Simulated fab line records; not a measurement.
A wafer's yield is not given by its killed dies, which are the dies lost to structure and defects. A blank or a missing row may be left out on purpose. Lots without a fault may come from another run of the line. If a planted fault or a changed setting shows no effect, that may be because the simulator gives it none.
Chamber matching    flow n5-finfet    N5_FIN_SAQP_MANDREL1_REMOVE_56 on rie-si-05 has 4 sister chambers
The step chemistry HBr/Cl2/O2, target a-Si, stops on SiNx, bt time 10 s. 7 wafers are shown with their chamber, then 9 later ones without.

## WAFERS WITH THEIR CHAMBER
wafer   chamber  drypump-motor-current-A (A)  he-backside-leak-sccm (sccm)
L080.1  0        5.1                          2.6
L081.3  0        5.1                          2.6
L086.4  2        5.2                          2.5
L086.6  2        5.2                          2.4
L088.2  3        6.6                          2.9
L088.3  1        6.6                          2.4
L088.6  1        6.5                          2.5

## WAFERS MISSING THEIR CHAMBER
wafer   drypump-motor-current-A (A)  he-backside-leak-sccm (sccm)
L091.1  6.6                          2.2
L091.3  5.1                          2.4
L091.4  6.6                          2.8
L092.1  5.1                          2.5
L092.4  6.5                          2.8
L092.5  6.6                          2.9
L093.1  5.2                          2.3
L093.4  5.1                          2.6
L093.5  6.6                          2.4

## WHICH CHAMBER EACH WENT THROUGH
wafer   from the rows above      in truth
L091.1  1                        1
L091.3  can't be placed: 2 or 0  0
L091.4  3                        3
L092.1  can't be placed: 0 or 2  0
L092.4  3                        3
L092.5  3                        3
L093.1  2                        2
L093.4  0                        0
L093.5  1                        1
Placed correctly: 7 of 9. These rows do not allow placing 2 (true chamber among the candidates in 2). Placed wrongly: 0.
How it was worked out, from the rows above alone: a wafer's distance from a chamber is the root of the sum, over the readings, of the square of ((its reading less the chamber's mean) divided by the reading's scatter). If the next closest chamber is less than 2 further off than the closest, the wafer can't be placed; otherwise it belongs to the closest. For every chamber, the mean is computed from those of its wafers that are shown. The scatter: take each reading less its chamber's mean, square it, sum over the shown wafers, divide by the number of wafers less the number of chambers, and take the root.
